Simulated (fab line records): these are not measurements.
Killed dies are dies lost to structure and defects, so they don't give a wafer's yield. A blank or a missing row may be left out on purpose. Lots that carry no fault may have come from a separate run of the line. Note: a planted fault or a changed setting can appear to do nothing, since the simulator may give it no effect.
fab line records    flow nandHarc    part 1 of 2: steps 1 to 23 of 36
record lots=5  wafers=15  lastDay=23
route steps=1159 shown A_CONTACT@864
lots with no fault: from the same line, run without faults
startH: start of the lot's first displayed wafer, in hours after the record's first day    waitH: hours elapsed since this lot's preceding step    " as in the row above    L1.1+2: a row that stands for several wafers    - value missing, or start not given    * or withheld: withheld    < > ~ a bound
route shown NAME@n: a module of which the file shows steps, and the number in the route of the first    usual: the fault-free wafers' mean and standard deviation    same: alike in all rows    chamber/n: place in a boat    sites: per-site readings    _std_site: standard deviation of those values    _edge_site: inner sites' mean taken away from outer sites' mean    radiusMm: for every site, how far away it sits from the centre of the wafer    mask NAME#n: copy n    behind: the last tool/chamber to shape the wafer    hold: why the lot was held/for how many hours/how that ended    device: the transistor (n, p or np) that didn't switch    end of line: at the end of the route, the tests of the same wafers    a step without rows: its recipe alone    killed: the dies lost at the first sort to structure and to defects; this is not the yield of the wafer    map: a wafer's dies, marking killed ones x, the rest . and places with no die _
set.NAME: the setting that was run; set.NAME@STEP: the one run at that earlier step    model.NAME: the simulator's own value behind a step, which no gauge read
lots at some steps of the route; a table a step, a row a wafer
services: from which hour (startH, from the record's first day; less than 0 if before it) a tool's chamber was out of use, for how many hours, and why
## steps
# step NHARC_A_CONTACT_ETCH_113
# recipe sourceW=withheld  pressureMtorr=20  biasV=3000  timeS=94  targetDepthA=9220  arFlowSccm=withheld  c4f8FlowSccm=withheld  o2FlowSccm=withheld  chemistry=C4F8/O2/Ar
lot.wafer  tool           chamber  startH  waitH  rfHoursCounterH
L076.1     harCapEtch-01  1        383.97  0.1    59
L076.3     "              0        "       "      -
L076.5     "              0        "       "      -
L083.2     harCapEtch-01  0        423.71  0.1    65
L083.3     "              0        "       "      -
L083.5     "              1        "       "      -
L084.3     harCapEtch-02  1        427.95  0.1    -
L084.4     "              0        "       "      -
L084.6     "              0        "       "      -
L089.1     harCapEtch-02  1        459.01  0.1    26
L089.3     "              0        "       "      -
L089.6     "              1        "       "      -
L091.2     harCapEtch-03  0        464.13  0.1    97
L091.3     "              1        "       "      -
L091.6     "              0        "       "      -
# step NHARC_A_CONTACT_ETCH_114
# recipe sourceW=withheld  pressureMtorr=20  biasV=3000  timeS=94  targetDepthA=9220  arFlowSccm=withheld  c4f8FlowSccm=withheld  o2FlowSccm=withheld  chemistry=C4F8/O2/Ar
lot.wafer  tool           chamber  startH  waitH  rfHoursCounterH
L076.1     harCapEtch-01  1        384.07  0.1    59
L076.3     "              0        "       "      -
L076.5     "              0        "       "      -
L083.2     harCapEtch-01  0        423.83  0.1    65
L083.3     "              0        "       "      -
L083.5     "              1        "       "      -
L084.3     harCapEtch-02  1        428.04  0.1    -
L084.4     "              0        "       "      -
L084.6     "              0        "       "      -
L089.1     harCapEtch-02  1        459.11  0.1    26
L089.3     "              0        "       "      -
L089.6     "              1        "       "      -
L091.2     harCapEtch-03  0        464.22  0.1    97
L091.3     "              1        "       "      -
L091.6     "              0        "       "      -
# step NHARC_A_CONTACT_ETCH_115
# recipe sourceW=withheld  pressureMtorr=20  biasV=3000  timeS=94  targetDepthA=9220  arFlowSccm=withheld  c4f8FlowSccm=withheld  o2FlowSccm=withheld  chemistry=C4F8/O2/Ar
lot.wafer  tool           chamber  startH  waitH  rfHoursCounterH
L076.1     harCapEtch-01  1        384.16  0.1    59
L076.3     "              0        "       "      -
L076.5     "              0        "       "      -
L083.2     harCapEtch-01  0        423.95  0.1    65
L083.3     "              0        "       "      -
L083.5     "              1        "       "      -
L084.3     harCapEtch-02  1        428.13  0.1    -
L084.4     "              0        "       "      -
L084.6     "              0        "       "      -
L089.1     harCapEtch-02  1        459.20  0.1    26
L089.3     "              0        "       "      -
L089.6     "              1        "       "      -
L091.2     harCapEtch-03  0        464.31  0.1    97
L091.3     "              1        "       "      -
L091.6     "              0        "       "      -
# step NHARC_A_CONTACT_ETCH_116
# recipe sourceW=withheld  pressureMtorr=20  biasV=3000  timeS=94  targetDepthA=9220  arFlowSccm=withheld  c4f8FlowSccm=withheld  o2FlowSccm=withheld  chemistry=C4F8/O2/Ar
lot.wafer  tool           chamber  startH  waitH  rfHoursCounterH
L076.1     harCapEtch-01  1        384.25  0.1    59
L076.3     "              0        "       "      -
L076.5     "              0        "       "      -
L083.2     harCapEtch-01  0        424.08  0.1    65
L083.3     "              0        "       "      -
L083.5     "              1        "       "      -
L084.3     harCapEtch-02  1        428.22  0.1    -
L084.4     "              0        "       "      -
L084.6     "              0        "       "      -
L089.1     harCapEtch-02  1        459.29  0.1    26
L089.3     "              0        "       "      -
L089.6     "              1        "       "      -
L091.2     harCapEtch-03  0        464.40  0.1    97
L091.3     "              1        "       "      -
L091.6     "              0        "       "      -
# step NHARC_A_CONTACT_ETCH_117
# recipe sourceW=withheld  pressureMtorr=20  biasV=3000  timeS=94  targetDepthA=9220  arFlowSccm=withheld  c4f8FlowSccm=withheld  o2FlowSccm=withheld  chemistry=C4F8/O2/Ar
lot.wafer  tool           chamber  startH  waitH  rfHoursCounterH
L076.1     harCapEtch-01  1        384.34  0.1    59
L076.3     "              0        "       "      -
L076.5     "              0        "       "      -
L083.2     harCapEtch-01  0        424.20  0.1    65
L083.3     "              0        "       "      -
L083.5     "              1        "       "      -
L084.3     harCapEtch-02  1        428.32  0.1    -
L084.4     "              0        "       "      -
L084.6     "              0        "       "      -
L089.1     harCapEtch-02  1        459.38  0.1    27
L089.3     "              0        "       "      -
L089.6     "              1        "       "      -
L091.2     harCapEtch-03  0        464.49  0.1    98
L091.3     "              1        "       "      -
L091.6     "              0        "       "      -
# step NHARC_A_CONTACT_ETCH_118
# recipe sourceW=withheld  pressureMtorr=20  biasV=3000  timeS=94  targetDepthA=9220  arFlowSccm=withheld  c4f8FlowSccm=withheld  o2FlowSccm=withheld  chemistry=C4F8/O2/Ar
lot.wafer  tool           chamber  startH  waitH  rfHoursCounterH
L076.1     harCapEtch-01  1        384.43  0.1    59
L076.3     "              0        "       "      -
L076.5     "              0        "       "      -
L083.2     harCapEtch-01  0        424.32  0.1    65
L083.3     "              0        "       "      -
L083.5     "              1        "       "      -
L084.3     harCapEtch-02  1        428.41  0.1    -
L084.4     "              0        "       "      -
L084.6     "              0        "       "      -
L089.1     harCapEtch-02  1        459.47  0.1    27
L089.3     "              0        "       "      -
L089.6     "              1        "       "      -
L091.2     harCapEtch-03  0        464.58  0.1    98
L091.3     "              1        "       "      -
L091.6     "              0        "       "      -
# step NHARC_A_CONTACT_ETCH_119
# recipe sourceW=withheld  pressureMtorr=20  biasV=3000  timeS=94  targetDepthA=9220  arFlowSccm=withheld  c4f8FlowSccm=withheld  o2FlowSccm=withheld  chemistry=C4F8/O2/Ar
lot.wafer  tool           chamber  startH  waitH  rfHoursCounterH
L076.1     harCapEtch-01  1        384.52  0.1    59
L076.3     "              0        "       "      -
L076.5     "              0        "       "      -
L083.2     harCapEtch-01  0        424.44  0.1    65
L083.3     "              0        "       "      -
L083.5     "              1        "       "      -
L084.3     harCapEtch-02  1        428.50  0.1    -
L084.4     "              0        "       "      -
L084.6     "              0        "       "      -
L089.1     harCapEtch-02  1        459.56  0.1    27
L089.3     "              0        "       "      -
L089.6     "              1        "       "      -
L091.2     harCapEtch-03  0        464.67  0.1    98
L091.3     "              1        "       "      -
L091.6     "              0        "       "      -
# step NHARC_A_CONTACT_ETCH_120
# recipe sourceW=withheld  pressureMtorr=20  biasV=3000  timeS=94  targetDepthA=9220  arFlowSccm=withheld  c4f8FlowSccm=withheld  o2FlowSccm=withheld  chemistry=C4F8/O2/Ar
lot.wafer  tool           chamber  startH  waitH  rfHoursCounterH
L076.1     harCapEtch-01  1        384.61  0.1    59
L076.3     "              0        "       "      -
L076.5     "              0        "       "      -
L083.2     harCapEtch-01  0        424.56  0.1    65
L083.3     "              0        "       "      -
L083.5     "              1        "       "      -
L084.3     harCapEtch-02  1        428.59  0.1    -
L084.4     "              0        "       "      -
L084.6     "              0        "       "      -
L089.1     harCapEtch-02  1        459.65  0.1    27
L089.3     "              0        "       "      -
L089.6     "              1        "       "      -
L091.2     harCapEtch-03  0        464.76  0.1    98
L091.3     "              1        "       "      -
L091.6     "              0        "       "      -
# step NHARC_A_CONTACT_ETCH_121
# recipe sourceW=withheld  pressureMtorr=20  biasV=3000  timeS=94  targetDepthA=9220  arFlowSccm=withheld  c4f8FlowSccm=withheld  o2FlowSccm=withheld  chemistry=C4F8/O2/Ar
lot.wafer  tool           chamber  startH  waitH  rfHoursCounterH
L076.1     harCapEtch-01  1        384.70  0.1    59
L076.3     "              0        "       "      -
L076.5     "              0        "       "      -
L083.2     harCapEtch-01  0        424.68  0.1    65
L083.3     "              0        "       "      -
L083.5     "              1        "       "      -
L084.3     harCapEtch-02  1        428.68  0.1    -
L084.4     "              0        "       "      -
L084.6     "              0        "       "      -
L089.1     harCapEtch-02  1        459.74  0.1    27
L089.3     "              0        "       "      -
L089.6     "              1        "       "      -
L091.2     harCapEtch-03  0        464.85  0.1    98
L091.3     "              1        "       "      -
L091.6     "              0        "       "      -
# step NHARC_A_CONTACT_ETCH_122
# recipe sourceW=withheld  pressureMtorr=20  biasV=3000  timeS=95  targetDepthA=9300  arFlowSccm=withheld  c4f8FlowSccm=withheld  o2FlowSccm=withheld  chemistry=C4F8/O2/Ar
lot.wafer  tool           chamber  startH  waitH  rfHoursCounterH
L076.1     harCapEtch-01  1        384.79  0.1    59
L076.3     "              0        "       "      -
L076.5     "              0        "       "      -
L083.2     harCapEtch-01  0        424.81  0.1    65
L083.3     "              0        "       "      -
L083.5     "              1        "       "      -
L084.3     harCapEtch-02  1        428.77  0.1    -
L084.4     "              0        "       "      -
L084.6     "              0        "       "      -
L089.1     harCapEtch-02  1        459.83  0.1    27
L089.3     "              0        "       "      -
L089.6     "              1        "       "      -
L091.2     harCapEtch-03  0        464.94  0.1    98
L091.3     "              1        "       "      -
L091.6     "              0        "       "      -
# step NHARC_A_CONTACT_ETCH_123
# recipe sourceW=withheld  pressureMtorr=20  biasV=400  timeS=253  targetDepthA=10900  arFlowSccm=withheld  c4f8FlowSccm=11.5  o2FlowSccm=7.2  chemistry=C4F8/O2/Ar
lot.wafer  tool           chamber  startH  waitH  rfHoursCounterH
L076.1     harCapEtch-01  1        384.92  0.1    60
L076.3     "              0        "       "      -
L076.5     "              0        "       "      -
L083.2     harCapEtch-01  0        424.93  0.1    66
L083.3     "              0        "       "      -
L083.5     "              1        "       "      -
L084.3     harCapEtch-02  1        428.94  0.2    -
L084.4     "              0        "       "      -
L084.6     "              0        "       "      -
L089.1     harCapEtch-02  1        459.92  0.1    27
L089.3     "              0        "       "      -
L089.6     "              1        "       "      -
L091.2     harCapEtch-03  0        465.03  0.1    98
L091.3     "              1        "       "      -
L091.6     "              0        "       "      -
# step NHARC_A_CONTACT_ETCH_90
# recipe targetDepthA=400  overEtchFrac=0.5  timeS=85.7  ionEnergyEv=120  ch3fFlowSccm=50  o2FlowSccm=30  arFlowSccm=200  rfW=500  biasW=100  chemistry=CH3F/O2
# usual drypumpMotorCurrentA=5.9/0.41  oesProductAu=0.95/0.034  rfVppV=243.9/1.3  showerheadPlenumPTorr=2.43/0.07  throttleValvePct=20.663/0.0092
lot.wafer  tool        chamber  startH  waitH  drypumpMotorCurrentA  oesProductAu  rfHoursCounterH  rfVppV  showerheadPlenumPTorr  throttleValvePct
L076.3     rieDiel-08  0        385.49  0.5    6.2                   0.92          28               246.4   2.47                   20.659
L076.1     "           1        "       "      6.3                   0.94          28               242.2   2.31                   20.650
L076.5     "           3        "       "      5.8                   0.93          -                244.1   2.41                   20.678
L083.3     rieDiel-11  0        425.64  0.5    6.0                   0.93          10               245.5   2.45                   20.664
L083.2     "           3        "       "      6.0                   0.93          10               243.8   2.40                   20.681
L083.5     "           1        "       "      6.6                   0.93          -                245.4   2.47                   20.673
L084.3     rieDiel-08  0        429.44  0.5    6.3                   0.99          44               244.0   2.46                   20.658
L084.4     "           1        "       "      6.3                   1.02          45               242.1   2.30                   20.681
L084.6     "           0        "       "      6.3                   0.99          -                244.2   2.46                   20.652
L089.3     rieDiel-08  2        460.54  0.4    5.5                   0.93          50               245.5   2.49                   20.653
L089.1     "           3        "       "      5.8                   0.93          57               242.1   2.40                   20.662
L089.6     "           3        "       "      5.8                   0.93          -                244.5   2.40                   20.651
L091.3     rieDiel-11  3        465.63  0.4    6.0                   0.93          21               243.6   2.39                   20.670
L091.2     "           1        "       "      6.6                   0.94          20               244.2   2.46                   20.663
L091.6     "           3        "       "      6.0                   0.93          -                244.2   2.39                   20.658
# step NHARC_A_CONTACT_ETCH_96
# recipe targetDepthA=200  overEtchFrac=0.5  timeS=10  ionEnergyEv=250  c4f6FlowSccm=25  o2FlowSccm=20  arFlowSccm=500  rfW=600  biasW=500  chemistry=C4F6/O2
# usual drypumpMotorCurrentA=5.9/0.4  oesProductAu=0.969/0.024  rfVppV=546.0/2.4  showerheadPlenumPTorr=3.88/0.11  throttleValvePct=26.904/0.009
lot.wafer  tool        chamber  startH  waitH  drypumpMotorCurrentA  oesProductAu  rfHoursCounterH  rfVppV  showerheadPlenumPTorr  throttleValvePct
L076.3     rieDiel-08  3        -       -      5.8                   0.956         28               544.5   3.85                   26.890
L076.1     "           0        "       "      6.3                   0.935         28               546.8   3.93                   26.903
L076.5     "           2        "       "      5.5                   0.943         -                548.6   3.99                   26.910
L083.3     rieDiel-11  0        -       -      6.0                   0.976         10               546.7   3.91                   26.900
L083.2     "           3        "       "      6.0                   0.961         10               544.6   3.83                   26.908
L083.5     "           0        "       "      6.0                   0.967         -                547.0   3.91                   26.905
L084.3     rieDiel-08  3        -       -      5.8                   1.011         45               543.6   3.84                   26.897
L084.4     "           0        "       "      6.3                   0.993         44               546.9   3.92                   26.906
L084.6     "           2        "       "      5.6                   1.009         -                547.7   3.98                   26.898
L089.1     rieDiel-08  2        -       -      5.5                   0.980         50               549.3   3.97                   26.901
L089.3     "           3        "       "      5.8                   0.964         58               545.3   3.83                   26.881
L089.6     "           2        "       "      5.5                   0.987         -                548.5   3.97                   26.903
L091.3     rieDiel-11  1        -       -      6.6                   0.950         20               548.0   3.93                   26.901
L091.2     "           2        "       "      5.3                   0.946         16               550.1   4.05                   26.908
L091.6     "           0        "       "      6.0                   0.945         -                546.1   3.90                   26.890
# step NHARC_A_CONTACT_CD_MEAS_53
# usual cdNm=189.4/0.74
lot.wafer  tool      chamber  startH  waitH  cdNm
L076.1     cdSem-01  -        385.70  -      189.2
L076.3     "         -        "       "      189.7
L076.5     "         -        "       "      188.9
L083.2     cdSem-01  -        425.86  -      190.5
L083.3     "         -        "       "      190.2
L083.5     "         -        "       "      189.7
L084.3     cdSem-02  -        429.66  -      189.2
L084.4     "         -        "       "      189.3
L084.6     "         -        "       "      189.2
L089.1     cdSem-01  -        460.81  -      190.0
L089.3     "         -        "       "      189.4
L089.6     "         -        "       "      190.0
L091.2     cdSem-02  -        465.85  -      188.1
L091.3     "         -        "       "      188.7
L091.6     "         -        "       "      189.0
# step NHARC_A_CONTACT_STRIP_99
# recipe n2FlowSccm=150  h2FlowSccm=150  arFlowSccm=0  biasW=0  chemistry=N2/H2
lot.wafer   tool        chamber  startH  waitH
L076.1+3+5  rieDiel-11  0,2,0    385.78  0.1
L083.2+3+5  rieDiel-08  2,1,2    425.93  0.1
L084.4+3+6  rieDiel-13  1,2,2    429.72  0.1
L089.3+1+6  rieDiel-11  3,0,0    460.89  0.1
L091.3+2+6  rieDiel-11  2,0,1    465.93  0.1
# step NHARC_A_CONTACT_STRIP_100
# recipe cf4FlowSccm=100  chf3FlowSccm=30  arFlowSccm=0  biasW=0  chemistry=CF4/CHF3
lot.wafer   tool        chamber  startH  waitH
L076.1+3+5  rieDiel-11  1,0,1    385.87  0.1
L083.2+3+5  rieDiel-08  0,1,2    426.03  0.1
L084.4+3+6  rieDiel-13  3,2,0    429.82  0.1
L089.1+3+6  rieDiel-11  1,2,0    460.99  0.1
L091.2+3+6  rieDiel-11  3,2,3    466.02  0.1
# step NHARC_A_CONTACT_STRIP_101
# recipe o2FlowSccm=400  cosFlowSccm=20  arFlowSccm=0  biasW=0  chemistry=O2/COS
lot.wafer   tool        chamber  startH  waitH
L076.3+1+5  rieDiel-11  3,2,3    385.93  0.0
L083.2+3+5  rieDiel-08  2,0,1    426.09  0.1
L084.4+3+6  rieDiel-13  0,3,1    429.88  0.1
L089.1+3+6  rieDiel-11  0,1,0    461.25  0.3
L091.2+3+6  rieDiel-11  2,0,1    466.08  0.1
# step NHARC_A_CONTACT_ETCH_102
# recipe targetDepthA=700  overetchA=70  timeS=38.5  ionEnergyEv=100  cf4FlowSccm=80  o2FlowSccm=20  arFlowSccm=0  rfW=300  biasW=100  chemistry=CF4/O2
# usual drypumpMotorCurrentA=5.8/0.41  oesProductAu=1.002/0.0094  rfVppV=197.6/1.1  showerheadPlenumPTorr=1.32/0.039  throttleValvePct=13.399/0.009
lot.wafer  tool        chamber  startH  waitH  drypumpMotorCurrentA  oesProductAu  rfHoursCounterH  rfVppV  showerheadPlenumPTorr  throttleValvePct
L076.3     rieDiel-11  0        386.00  0.1    6.0                   0.998         2                197.5   1.33                   13.391
L076.1     "           1        "       "      6.6                   1.000         2                197.2   1.34                   13.383
L076.5     "           2        "       "      5.3                   0.989         -                198.7   1.38                   13.400
L083.3     rieDiel-08  2        426.15  0.0    5.5                   1.005         37               199.0   1.36                   13.385
L083.2     "           3        "       "      5.8                   1.013         44               197.6   1.30                   13.394
L083.5     "           3        "       "      5.7                   1.008         -                198.2   1.30                   13.394
L084.3     rieDiel-13  0        429.94  0.0    5.5                   1.001         55               197.8   1.26                   13.397
L084.4     "           1        "       "      5.2                   1.005         55               196.7   1.30                   13.407
L084.6     "           1        "       "      5.2                   1.001         -                197.8   1.30                   13.397
L089.1     rieDiel-11  1        461.31  0.1    6.6                   1.008         19               197.7   1.34                   13.393
L089.3     "           0        "       "      6.0                   0.999         18               197.6   1.33                   13.404
L089.6     "           2        "       "      5.3                   0.999         -                199.0   1.38                   13.393
L091.3     rieDiel-11  3        466.15  0.1    5.9                   1.005         21               197.4   1.30                   13.413
L091.2     "           0        "       "      6.0                   0.995         19               197.9   1.33                   13.387
L091.6     "           3        "       "      5.9                   1.000         -                197.4   1.30                   13.407
# step NHARC_A_CONTACT_STRIP_55
# recipe o2FlowSccm=500  arFlowSccm=0  biasW=0  chemistry=O2
# usual drypumpMotorCurrentA=5.9/0.4  oesProductAu=1.003/0.0092  rfVppV=57.8/0.83  showerheadPlenumPTorr=3.50/0.095  throttleValvePct=17.037/0.0088
lot.wafer  tool        chamber  startH  waitH  drypumpMotorCurrentA  oesProductAu  rfHoursCounterH  rfVppV  showerheadPlenumPTorr  throttleValvePct
L076.1     rieDiel-11  2        -       -      5.3                   0.993         2                59.1    3.65                   17.028
L076.3     "           0        "       "      6.0                   0.992         2                58.0    3.52                   17.046
L076.5     "           2        "       "      5.3                   0.991         -                58.4    3.65                   17.028
L083.3     rieDiel-08  3        -       -      5.8                   1.003         44               57.0    3.45                   17.028
L083.2     "           0        "       "      6.3                   0.984         43               57.5    3.53                   17.039
L083.5     "           0        "       "      6.3                   0.994         -                57.8    3.53                   17.044
L084.4     rieDiel-13  2        -       -      5.6                   0.999         53               57.8    3.63                   17.028
L084.3     "           3        "       "      5.6                   0.992         51               59.8    3.42                   17.041
L084.6     "           3        "       "      5.6                   1.006         -                58.2    3.42                   17.037
L089.3     rieDiel-11  1        -       -      6.6                   1.001         19               57.3    3.53                   17.026
L089.1     "           2        "       "      5.3                   1.019         14               57.5    3.65                   17.036
L089.6     "           1        "       "      6.6                   1.008         -                57.5    3.53                   17.025
L091.3     rieDiel-11  3        -       -      6.0                   1.003         21               57.7    3.44                   17.053
L091.2     "           2        "       "      5.3                   1.009         16               58.5    3.65                   17.030
L091.6     "           0        "       "      6.0                   0.993         -                58.2    3.51                   17.034
# step NHARC_A_CONTACT_STRIP_56
# recipe timeS=600  tempC=30  chemistry=postEtchResidueRemover
lot.wafer   tool         chamber  startH  waitH
L076.5+1+3  wetBench-06  4,6,7    386.38  -
L083.5+3+2  wetBench-06  4,6,1    426.55  -
L084.4+3+6  wetBench-01  4,6,7    430.33  -
L089.3+1+6  wetBench-06  6,7,1    461.70  -
L091.2+6+3  wetBench-05  3,5,6    466.53  -
# step NHARC_A_CONTACT_DEP_57
# recipe targetThkA=28000  tempC=400  material=aC
# usual throttleValvePct=35.000/0.0089
lot.wafer  tool       chamber  startH  waitH  throttleValvePct
L076.1     aclDep-02  0        386.64  -      35.009
L076.3     "          0        "       "      35.000
L076.5     "          0        "       "      34.993
L083.2     aclDep-01  0        428.20  -      34.991
L083.3     "          0        "       "      35.002
L083.5     "          0        "       "      34.997
L084.3     aclDep-02  0        433.21  -      34.995
L084.4     "          0        "       "      35.010
L084.6     "          0        "       "      35.002
L089.1     aclDep-03  0        461.96  -      35.004
L089.3     "          0        "       "      34.998
L089.6     "          0        "       "      34.992
L091.2     aclDep-03  0        468.46  -      34.992
L091.3     "          0        "       "      34.994
L091.6     "          0        "       "      35.012
# step NHARC_A_CONTACT_DEP_58
# recipe targetThkA=600  targetThkNm=60  tempC=400  pressureTorr=3.5  flowSccm=200  rfW=350  material=SiON
# usual chamberPressureTorr=3.498/0.0078  heaterPowerW=774/110
lot.wafer  tool      chamber  startH  waitH  chamberPressureTorr  heaterPowerW
L076.3     pecvd-02  0        388.42  0.9    3.492                846
L076.1     "         1        "       "      3.501                901
L076.5     "         1        "       "      3.492                884
L083.2     pecvd-03  0        429.64  1.2    3.483                994
L083.3     "         2        "       "      3.511                784
L083.5     "         2        "       "      3.509                799
L084.3     pecvd-02  2        434.41  0.9    3.489                627
L084.6     "         1        "       "      3.517                881
L084.4     "         2        "       "      3.483                629
L089.3     pecvd-03  1        463.70  0.9    3.486                766
L089.1     "         2        "       "      3.502                730
L089.6     "         2        "       "      3.501                729
L091.3     pecvd-03  2        469.91  0.9    3.496                712
L091.2     "         1        "       "      3.505                746
L091.6     "         2        "       "      3.501                694
# step NHARC_A_CONTACT_DEHYDRATE_59
# recipe tempC=150  timeS=120
lot.wafer   tool           chamber  startH  waitH
L076.1+3+5  lithoTrack-04  0        388.66  0.2
L083.2+3+5  lithoTrack-01  0        429.92  0.2
L084.3+4+6  lithoTrack-04  0        434.66  0.2
L089.1+3+6  lithoTrack-04  0        463.97  0.2
L091.2+3+6  lithoTrack-01  0        470.18  0.2
